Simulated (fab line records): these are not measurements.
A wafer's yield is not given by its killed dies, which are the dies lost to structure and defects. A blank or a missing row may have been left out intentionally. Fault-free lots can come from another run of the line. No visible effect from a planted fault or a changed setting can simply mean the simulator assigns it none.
fab line records    flow n5-finfet
record lots=7  wafers=21
route steps=1938 shown BEOL_M8@1344 BEOL_M9@1405 BEOL_M10@1474 BEOL_M11@1539
start-h: start of the lot's first displayed wafer, in hours after the record's first day    wait-h: hours since the lot's step before    " as in the row above    L1.1+2: several wafers, shown together as one row    - no value, or no start given    * or withheld: withheld    < > ~ a bound
route shown NAME@n: names a module that has steps shown in the file, with the first one's number in the route    usual: mean/standard deviation of fault-free wafers    same: alike in all rows    chamber/n: place in a boat    sites: per-site readings    _std_site: their standard deviation    _edge_site: inner sites' mean taken away from outer sites' mean    radius-mm: how far each site lies from the wafer's centre    mask NAME#n: copy n    behind: tool/chamber where the wafer was last shaped    hold: reason for holding the lot/hours on hold/outcome of the hold    device: which transistor (n, p or np) failed to switch    end of line: tests run on the same wafers once the route is complete    a step with no rows: only its recipe    killed: the dies lost at the first sort to structure and to defects; this is not the yield of the wafer    map: a wafer's dies, x killed, . not, _ none there
set.NAME: the setting as run; set.NAME@STEP: as run at that earlier step    model.NAME: the simulator's own value behind a step, which no gauge read
lots where settings were altered on purpose, with a table for each step and a row for each wafer
## steps
# step N5_BEOL_M8_DEVELOP_10
# recipe develop-time-s=30  developer=TMAH  resist=CAR-ArF  rinse-liquid=diw  dry=air-spin  dev-temp-c=23
lot.wafer   tool            chamber  start-h  wait-h  set.develop-time-s
L075.1+3+4  litho-track-03  0        -        -       30
L078.1+6    litho-track-05  0        -        -       33.74
L078.2      "               0        "        "       30
L085.1+5+6  litho-track-01  0        -        -       30
L087.3+6    litho-track-05  0        -        -       32.86
L087.4      "               0        "        "       30
L093.3+4+6  litho-track-03  0        -        -       30
L097.3      litho-track-03  0        -        -       30
L097.5+6    "               0        "        "       35.75
L092.1+3+6  litho-track-01  0        -        -       30
# step N5_BEOL_M8_CD_MEAS_11
# recipe target-cd-nm=38.5  landing-energy-ev=500  detector=se-inlens  polarity=opening
# usual cd-nm=38.5/0.4
lot.wafer  tool       chamber  start-h  wait-h  set.dose-mj@BEOL_M8_EXPOSE_08  cd-nm
L075.1     cd-sem-03  0        196.18   -       68.25                          38.8
L075.3     "          0        "        "       68.25                          38.5
L075.4     "          0        "        "       68.25                          38.9
L078.1     cd-sem-02  0        219.57   -       68.25                          38.4
L078.2     "          0        "        "       64.1                           35.3
L078.6     "          0        "        "       68.25                          38.2
L085.1     cd-sem-02  0        249.25   -       68.25                          39.0
L085.5     "          0        "        "       68.25                          38.3
L085.6     "          0        "        "       68.25                          38.9
L087.3     cd-sem-02  0        329.75   -       68.25                          39.0
L087.4     "          0        "        "       68.25                          38.1
L087.6     "          0        "        "       68.25                          38.4
L093.3     cd-sem-02  0        345.18   -       68.25                          38.2
L093.4     "          0        "        "       68.25                          38.7
L093.6     "          0        "        "       68.25                          38.9
L097.3     cd-sem-02  0        367.35   -       68.25                          37.9
L097.5     "          0        "        "       71                             41.0
L097.6     "          0        "        "       68.25                          39.0
L092.1     cd-sem-02  0        372.06   -       68.25                          39.0
L092.3     "          0        "        "       68.25                          39.0
L092.6     "          0        "        "       66.53                          37.6
# step N5_BEOL_M8_DESCUM_16
# recipe chemistry=O2  time-s=7.9  source-power-w=50  bias-power-w=20  pressure-mtorr=20  rf-frequency-hz=2.712e+07  temp-c=40  resist=CAR-ArF  o2-flow-sccm=225
# step N5_BEOL_M8_ETCH_61
# recipe chemistry=CF4  target=SiARC  target-depth-a=455  mask-material=CAR-ArF  time-s=75.8  ion-energy-ev=80  pressure-mtorr=40  source-w=545  bias-w=36  Ar_flow_sccm=100  cf4-flow-sccm=100  ends=cleared
lot.wafer  tool         chamber  start-h  wait-h  set.dose-mj@BEOL_M8_EXPOSE_08  model.BEOL_M8.cd-offset-nm
L075.1     rie-diel-01  1        196.31   0.0     68.25                          0.4
L075.3+4   "            2,0      "        "       68.25                          0
L078.1+6   rie-diel-01  0        220.11   0.0     68.25                          0.2
L078.2     "            1        "        "       64.1                           -2.8
L085.1+5   rie-diel-06  2        249.64   0.0     68.25                          0.2
L085.6     "            1        "        "       68.25                          -0.2
L087.3     rie-diel-06  1        329.87   0.0     68.25                          0.8
L087.4     "            2        "        "       68.25                          -0.4
L087.6     "            2        "        "       68.25                          -0.2
L093.3     rie-diel-06  1        345.35   0.0     68.25                          -0.2
L093.4     "            0        "        "       68.25                          0
L093.6     "            1        "        "       68.25                          0.4
L097.3     rie-diel-06  2        367.47   0.0     68.25                          -0.4
L097.5     "            1        "        "       71                             2.4
L097.6     "            2        "        "       68.25                          0.8
L092.1+3   rie-diel-06  0,2      372.45   0.0     68.25                          0.4
L092.6     "            2        "        "       66.53                          -0.6
# step N5_BEOL_M8_ETCH_62
# recipe chemistry=N2/H2  target=SOC  target-depth-a=1100  overetch-a=220  mask-material=SiARC  temp-c=40  time-s=165  ion-energy-ev=200  pressure-mtorr=30  source-w=840  bias-w=150  n2-flow-sccm=200  h2-flow-sccm=200
lot.wafer  tool         chamber  start-h  wait-h  set.dose-mj@BEOL_M8_EXPOSE_08  model.BEOL_M8.cd-offset-nm
L075.1     rie-diel-01  1        196.36   0.0     68.25                          0.4
L075.3     "            2        "        "       68.25                          0.6
L075.4     "            0        "        "       68.25                          0.2
L078.1     rie-diel-01  0        220.16   0.0     68.25                          0.6
L078.2     "            1        "        "       64.1                           -3.2
L078.6     "            0        "        "       68.25                          0.4
L085.1     rie-diel-06  2        249.70   0.0     68.25                          0.4
L085.5     "            2        "        "       68.25                          0.2
L085.6     "            1        "        "       68.25                          -0.4
L087.3     rie-diel-06  1        329.93   0.0     68.25                          1
L087.4     "            2        "        "       68.25                          -0.4
L087.6     "            2        "        "       68.25                          0
L093.3     rie-diel-06  1        345.40   0.0     68.25                          0
L093.4     "            0        "        "       68.25                          -0.2
L093.6     "            1        "        "       68.25                          0.6
L097.3     rie-diel-06  2        367.52   0.0     68.25                          -0.4
L097.5     "            1        "        "       71                             3.2
L097.6     "            2        "        "       68.25                          1
L092.1     rie-diel-06  0        372.50   0.0     68.25                          0.4
L092.3     "            2        "        "       68.25                          0.8
L092.6     "            2        "        "       66.53                          -0.6
# step N5_BEOL_M8_STRIP_68
# recipe chemistry=N2/H2  temp-c=40  n2-flow-sccm=200  h2-flow-sccm=200  rf-frequency-hz=6e+07
# step N5_BEOL_M8_STRIP_67
# recipe chemistry=CF4  resist=SiARC  power-w=300  bias-power-w=75  pressure-mtorr=50  cf4-flow-sccm=150  rf-frequency-hz=6e+07
# step N5_BEOL_M8_HM_OPEN_17
# recipe chemistry=Cl2/BCl3  target-depth-a=200  overetch-a=60  target=TiN  mask-material=SOC  ion-energy-ev=150  pressure-mtorr=10  icp-w=1000  bias-w=126  Cl2_flow_sccm=53.25  bcl3-flow-sccm=21.75  Ar_flow_sccm=25
lot.wafer  tool          chamber  start-h  wait-h  set.dose-mj@BEOL_M8_EXPOSE_08  model.BEOL_M8.cd-offset-nm
L075.1     rie-metal-03  1        196.55   0.0     68.25                          0.4
L075.3     "             1        "        "       68.25                          0.6
L075.4     "             0        "        "       68.25                          0
L078.1     rie-metal-01  0        220.35   0.0     68.25                          0.6
L078.2     "             1        "        "       64.1                           -3
L078.6     "             1        "        "       68.25                          0.4
L085.1     rie-metal-03  1        249.88   0.0     68.25                          0.4
L085.5     "             0        "        "       68.25                          0.2
L085.6     "             1        "        "       68.25                          -0.6
L087.3     rie-metal-01  1        330.15   0.1     68.25                          1.2
L087.4     "             0        "        "       68.25                          -0.4
L087.6     "             1        "        "       68.25                          0.2
L093.3     rie-metal-01  0        345.62   0.1     68.25                          -0.2
L093.4     "             1        "        "       68.25                          0
L093.6     "             1        "        "       68.25                          0.8
L097.3     rie-metal-02  1        367.74   0.1     68.25                          0
L097.5     "             1        "        "       71                             3.2
L097.6     "             0        "        "       68.25                          1
L092.1     rie-metal-01  0        372.69   0.0     68.25                          0.4
L092.3     "             0        "        "       68.25                          0.8
L092.6     "             1        "        "       66.53                          -0.4
# step N5_BEOL_M8_STRIP_19
# recipe chemistry=O2  power-w=400  temp-c=40  pressure-mtorr=30  rf-frequency-hz=6e+07  bias-power-w=0  overash-fraction=0.2  o2-flow-sccm=225
# step N5_BEOL_M8_CD_MEAS_18
# recipe pitch-nm=80  target-cd-nm=40
# usual cd-nm=40.0/0.47
lot.wafer  tool       chamber  start-h  wait-h  set.dose-mj@BEOL_M8_EXPOSE_08  cd-nm
L075.1     cd-sem-02  -        196.73   0.0     68.25                          40.7
L075.3     "          -        "        "       68.25                          40.3
L075.4     "          -        "        "       68.25                          39.5
L078.1     cd-sem-02  -        220.53   0.0     68.25                          40.8
L078.2     "          -        "        "       64.1                           36.6
L078.6     "          -        "        "       68.25                          40.6
L085.1     cd-sem-03  -        250.19   0.0     68.25                          40.5
L085.5     "          -        "        "       68.25                          40.1
L085.6     "          -        "        "       68.25                          39.8
L087.3     cd-sem-03  -        330.30   0.1     68.25                          41.9
L087.4     "          -        "        "       68.25                          39.6
L087.6     "          -        "        "       68.25                          40.3
L093.3     cd-sem-01  -        345.77   0.1     68.25                          40.0
L093.4     "          -        "        "       68.25                          39.9
L093.6     "          -        "        "       68.25                          40.4
L097.3     cd-sem-03  -        367.89   0.1     68.25                          40.2
L097.5     "          -        "        "       71                             43.3
L097.6     "          -        "        "       68.25                          40.8
L092.1     cd-sem-03  -        372.91   0.0     68.25                          40.5
L092.3     "          -        "        "       68.25                          40.5
L092.6     "          -        "        "       66.53                          39.3
# step N5_BEOL_M8_COAT_63
# recipe resist=SOC  temp-c=250  time-s=60  spin-rpm=1500  resist-thk-nm=60
# step N5_BEOL_M8_COAT_64
# recipe resist=SiARC  temp-c=220  time-s=60  spin-rpm=1500  resist-thk-nm=12
# step N5_BEOL_M8_PRECLEAN_42
# recipe chemistry=residue-remover  time-s=60  temp-c=40
# step N5_BEOL_M8_SRD_43
# recipe time-s=30  temp-c=23  rinse-liquid=diw  dry=ipa-marangoni
# step N5_BEOL_M8_CD_MEAS_35
# recipe target-cd-nm=40  polarity=opening
# usual cd-nm=40.0/0.56
lot.wafer  tool       chamber  start-h  wait-h  set.dose-mj@BEOL_M8_EXPOSE_08  cd-nm
L075.1     cd-sem-03  -        198.10   0.0     68.25                          40.5
L075.3     "          -        "        "       68.25                          40.7
L075.4     "          -        "        "       68.25                          40.4
L078.1     cd-sem-03  -        221.67   0.0     68.25                          40.2
L078.2     "          -        "        "       64.1                           36.7
L078.6     "          -        "        "       68.25                          40.6
L085.1     cd-sem-01  -        251.35   0.0     68.25                          40.3
L085.5     "          -        "        "       68.25                          40.2
L085.6     "          -        "        "       68.25                          39.5
L087.3     cd-sem-01  -        334.18   0.0     68.25                          41.5
L087.4     "          -        "        "       68.25                          39.8
L087.6     "          -        "        "       68.25                          40.0
L093.3     cd-sem-01  -        347.02   0.0     68.25                          40.2
L093.4     "          -        "        "       68.25                          39.7
L093.6     "          -        "        "       68.25                          40.9
L097.3     cd-sem-02  -        369.32   0.0     68.25                          39.6
L097.5     "          -        "        "       71                             43.4
L097.6     "          -        "        "       68.25                          41.0
L092.1     cd-sem-02  -        375.10   0.0     68.25                          40.0
L092.3     "          -        "        "       68.25                          40.8
L092.6     "          -        "        "       66.53                          39.7
# step N5_BEOL_M9_HM_DEP_02
# recipe material=TiN  target-thk-a=200  temp-c=25  chamber-pressure-pa=0.49996
lot.wafer  tool            chamber  start-h  wait-h  set.target-thk-a  model.TiN_of_BEOL_M9_HM_DEP_02.thk-nm
L075.1+4   pvd-sputter-01  -        203.30   0.8     200               20.2
L075.3     "               -        "        "       200               20
L078.1+2   pvd-sputter-03  -        225.77   0.6     200               19.8
L078.6     "               -        "        "       223.6             22.2
L085.1     pvd-sputter-01  -        254.75   0.1     187.7             18.8
L085.5     "               -        "        "       187.7             18.6
L085.6     "               -        "        "       200               20.2
L087.3+6   pvd-sputter-02  -        338.36   1.3     200               20
L087.4     "               -        "        "       192.8             19.4
L093.3     pvd-sputter-01  -        352.31   0.0     200               19.8
L093.4     "               -        "        "       221.9             22
L093.6     "               -        "        "       221.9             21.8
L097.3     pvd-sputter-03  -        374.54   1.5     209               20.8
L097.5     "               -        "        "       200               20
L097.6     "               -        "        "       209               20.6
L092.1     pvd-sputter-02  -        380.47   0.7     200               19.4
L092.3+6   "               -        "        "       200               19.6
# step N5_BEOL_M9_COAT_59
# recipe resist=SOC  temp-c=250  time-s=60  spin-rpm=1500  resist-thk-nm=100
lot.wafer   tool            chamber  start-h  wait-h  set.temp-c
L075.1+3+4  litho-track-02  0        203.43   0.1     250
L078.1      litho-track-04  0        225.89   0.1     238.8
L078.2+6    "               0        "        "       250
L085.1+6    litho-track-02  0        254.88   0.1     250
L085.5      "               0        "        "       255.4
L087.3+4+6  litho-track-02  0        338.49   0.1     250
L093.3+4+6  litho-track-04  0        352.44   0.1     250
L097.3+5    litho-track-04  0        374.67   0.1     259.3
L097.6      "               0        "        "       250
L092.1+3    litho-track-04  0        380.59   0.1     257.7
L092.6      "               0        "        "       250
# step N5_BEOL_M9_COAT_60
# recipe resist=SiARC  temp-c=220  time-s=60  spin-rpm=1500  resist-thk-nm=30
# step N5_BEOL_M9_COAT_05
# recipe resist=CAR-ArF  spin-rpm=1500  resist-thk-nm=90
# step N5_BEOL_M9_STRIP_68
# recipe chemistry=N2/H2  temp-c=40  n2-flow-sccm=200  h2-flow-sccm=200  rf-frequency-hz=6e+07
# step N5_BEOL_M9_STRIP_67
# recipe chemistry=CF4  resist=SiARC  power-w=300  bias-power-w=75  pressure-mtorr=50  cf4-flow-sccm=150  rf-frequency-hz=6e+07
# step N5_BEOL_M9_HM_OPEN_17
# recipe chemistry=Cl2/BCl3  target-depth-a=200  overetch-a=60  target=TiN  mask-material=SOC  ion-energy-ev=150  pressure-mtorr=10  icp-w=1000  bias-w=126  Cl2_flow_sccm=53.25  bcl3-flow-sccm=21.75  Ar_flow_sccm=25
lot.wafer  tool          chamber  start-h  wait-h  set.target-thk-a@BEOL_M9_HM_DEP_02  model.etch.depth-nm
L075.1     rie-metal-02  1        204.16   0.0     200                                 20.1
L075.3     "             1        "        "       200                                 19.96
L075.4     "             0        "        "       200                                 20.19
L078.1     rie-metal-02  1        226.62   0.0     200                                 19.75
L078.2     "             0        "        "       200                                 19.87
L078.6     "             1        "        "       223.6                               22.22
L085.1     rie-metal-01  1        255.61   0.0     187.7                               18.73
L085.5     "             0        "        "       187.7                               18.57
L085.6     "             1        "        "       200                                 20.13
L087.3+6   rie-metal-03  1,0      339.30   0.1     200                                 20.04
L087.4     "             0        "        "       192.8                               19.31
L093.3     rie-metal-01  1        353.20   0.1     200                                 19.84
L093.4     "             0        "        "       221.9                               21.92
L093.6     "             1        "        "       221.9                               21.76
L097.3     rie-metal-02  0        375.69   0.1     209                                 20.74
L097.5     "             0        "        "       200                                 20.06
L097.6     "             1        "        "       209                                 20.65
L092.1     rie-metal-03  1        381.25   0.0     200                                 19.39
L092.3     "             1        "        "       200                                 19.56
L092.6     "             0        "        "       200                                 19.57
# step N5_BEOL_M10_HM_DEP_02
# recipe material=TiN  target-thk-a=200  temp-c=25  chamber-pressure-pa=0.49996
lot.wafer  tool            chamber  start-h  wait-h  set.target-thk-a  model.TiN_of_BEOL_M10_HM_DEP_02.thk-nm
L075.1+3   pvd-sputter-03  -        211.53   0.1     200               20.4
L075.4     "               -        "        "       200               20.6
L078.1+2   pvd-sputter-02  -        230.83   0.1     180               18.2
L078.6     "               -        "        "       200               20.2
L085.1+6   pvd-sputter-03  -        262.60   1.4     174.1             17.4
L085.5     "               -        "        "       200               20
L087.3     pvd-sputter-02  -        350.98   2.6     200               19.6
L087.4+6   "               -        "        "       200               20
L093.3     pvd-sputter-02  -        361.65   0.4     218.6             22.4
L093.4     "               -        "        "       200               20.6
L093.6     "               -        "        "       218.6             22.6
L097.3     pvd-sputter-02  -        382.63   0.7     182.8             18.2
L097.5     "               -        "        "       200               20.2
L097.6     "               -        "        "       200               20
L092.1     pvd-sputter-01  -        387.23   1.5     200               20.8
L092.3     "               -        "        "       221               22.6
L092.6     "               -        "        "       221               23
# step N5_BEOL_M10_COAT_59
# recipe resist=SOC  temp-c=250  time-s=60  spin-rpm=1500  resist-thk-nm=100
# step N5_BEOL_M10_COAT_60
# recipe resist=SiARC  temp-c=220  time-s=60  spin-rpm=1500  resist-thk-nm=30
# step N5_BEOL_M10_STRIP_68
# recipe chemistry=N2/H2  temp-c=40  n2-flow-sccm=200  h2-flow-sccm=200  rf-frequency-hz=6e+07
# step N5_BEOL_M10_STRIP_67
# recipe chemistry=CF4  resist=SiARC  power-w=300  bias-power-w=75  pressure-mtorr=50  cf4-flow-sccm=150  rf-frequency-hz=6e+07
# step N5_BEOL_M10_HM_OPEN_17
# recipe chemistry=Cl2/BCl3  target-depth-a=200  overetch-a=60  target=TiN  mask-material=SOC  ion-energy-ev=150  pressure-mtorr=10  icp-w=1000  bias-w=126  Cl2_flow_sccm=53.25  bcl3-flow-sccm=21.75  Ar_flow_sccm=25
lot.wafer  tool          chamber  start-h  wait-h  set.target-thk-a@BEOL_M10_HM_DEP_02  model.etch.depth-nm
L075.1     rie-metal-03  1        212.29   0.0     200                                  20.3
L075.3     "             1        "        "       200                                  20.42
L075.4     "             0        "        "       200                                  20.58
L078.1     rie-metal-03  0        232.56   0.0     180                                  18.12
L078.2     "             1        "        "       180                                  18.23
L078.6     "             0        "        "       200                                  20.29
L085.1+6   rie-metal-02  0,1      263.50   0.0     174.1                                17.43
L085.5     "             0        "        "       200                                  20.05
L087.3     rie-metal-02  1        351.75   0.1     200                                  19.67
L087.4     "             0        "        "       200                                  20
L087.6     "             1        "        "       200                                  19.97
L093.3     rie-metal-02  1        362.45   0.1     218.6                                22.35
L093.4     "             0        "        "       200                                  20.63
L093.6     "             1        "        "       218.6                                22.5
L097.3     rie-metal-03  0        383.52   0.1     182.8                                18.28
L097.5     "             0        "        "       200                                  20.1
L097.6     "             1        "        "       200                                  20.04
L092.1     rie-metal-02  0        387.96   0.0     200                                  20.72
L092.3     "             0        "        "       221                                  22.55
L092.6     "             1        "        "       221                                  22.91
# step N5_BEOL_M10_VIA_ETCH_34
# recipe chemistry=C4F6/O2  target=SiCOH_lowk  target-depth-a=1845  mask-material=SOC  taper-deg=4  time-s=69.2  ion-energy-ev=250  pressure-mtorr=30  source-w=345  bias-w=185  Ar_flow_sccm=300  C4F6_flow_sccm=10  O2_flow_sccm=10
# usual rf-vpp-V=668/12
lot.wafer  tool         chamber  start-h  wait-h  set.source-w  rf-vpp-V
L075.1     rie-diel-01  0        213.38   0.0     345           658
L075.3     "            1        "        "       345           680
L075.4     "            2        "        "       345           650
L078.1     rie-diel-01  3        233.64   0.0     345           672
L078.2     "            1        "        "       286.3         747
L078.6     "            0        "        "       286.3         724
L085.1     rie-diel-05  3        265.50   0.0     404.8         627
L085.5     "            0        "        "       404.8         602
L085.6     "            3        "        "       345           681
L087.3     rie-diel-06  0        355.10   0.0     395.3         619
L087.4     "            1        "        "       395.3         615
L087.6     "            1        "        "       395.3         616
L093.3     rie-diel-06  2        365.51   0.0     345           682
L093.4     "            3        "        "       345           650
L093.6     "            3        "        "       394.2         608
L097.3     rie-diel-05  3        385.12   0.0     345           682
L097.5     "            3        "        "       376.7         650
L097.6     "            2        "        "       376.7         635
L092.1     rie-diel-06  2        392.61   0.0     345           682
L092.3     "            1        "        "       305.8         703
L092.6     "            0        "        "       345           666
# step N5_BEOL_M11_PECVD_70
# recipe material=SiO2  target-thk-a=200  temp-c=400  precursor=TEOS/O2  pressure-torr=5.5  rf-w=450  teos-flow-sccm=53.8  gas=O2  flow-sccm=3000  time-s=22.7
lot.wafer  tool      chamber  start-h  wait-h  set.time-s  model.SiO2_of_BEOL_M11_PECVD_70.thk-nm
L075.1     pecvd-02  1        218.62   0.0     22.7        19.6
L075.3     "         0        "        "       22.7        20
L075.4     "         2        "        "       22.7        20.2
L078.1+2   pecvd-01  0,2      237.34   0.0     22.7        20
L078.6     "         2        "        "       22.7        20.2
L085.1     pecvd-02  2        271.20   0.0     25.88       22.4
L085.5     "         0        "        "       22.7        20
L085.6     "         2        "        "       25.88       23
L087.3     pecvd-01  2        359.65   0.0     25.9        22.8
L087.4     "         0        "        "       25.9        23.4
L087.6     "         2        "        "       22.7        20.2
L093.3+4   pecvd-01  2,0      369.38   0.0     22.7        20
L093.6     "         1        "        "       22.7        20.4
L097.3     pecvd-01  0        389.96   0.0     24.29       21.4
L097.5     "         0        "        "       22.7        20.4
L097.6     "         2        "        "       24.29       21.8
L092.1     pecvd-04  0        395.99   0.0     19.95       17.2
L092.3     "         2        "        "       22.7        20
L092.6     "         2        "        "       19.95       17.6
## key
split step=N5_BEOL_M8_DEVELOP_10  setting=develop-time-s  stated=30  by=wafer
response none clear
split step=N5_BEOL_M9_HM_DEP_02  setting=target-thk-a  stated=200  by=wafer
response step=N5_BEOL_M9_HM_DEP_02  reading=model.TiN_of_BEOL_M9_HM_DEP_02.thk-nm  change=+0.199  per=1%  r=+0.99
response step=N5_BEOL_M9_HM_OPEN_17  reading=model.etch.depth-nm  change=+0.196  per=1%  r=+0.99
split step=N5_BEOL_M9_COAT_59  setting=temp-c  stated=250  by=wafer
response none clear
split step=N5_BEOL_M10_HM_DEP_02  setting=target-thk-a  stated=200  by=wafer
response step=N5_BEOL_M10_HM_DEP_02  reading=model.TiN_of_BEOL_M10_HM_DEP_02.thk-nm  change=+0.202  per=1%  r=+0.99
response step=N5_BEOL_M10_HM_OPEN_17  reading=model.etch.depth-nm  change=+0.201  per=1%  r=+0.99
split step=N5_BEOL_M10_VIA_ETCH_34  setting=source-w  stated=345  by=wafer
response step=N5_BEOL_M10_VIA_ETCH_34  reading=rf-vpp-V  change=-3.7  per=1%  r=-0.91
split step=N5_BEOL_M11_PECVD_70  setting=time-s  stated=22.7  by=wafer
response step=N5_BEOL_M11_PECVD_70  reading=model.SiO2_of_BEOL_M11_PECVD_70.thk-nm  change=+0.201  per=1%  r=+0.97
split outside-this-file step=N5_BEOL_M8_EXPOSE_08 setting=dose-mj
# split outside-this-file: this setting was split too, and the file shows its column; the key of that split is in another file
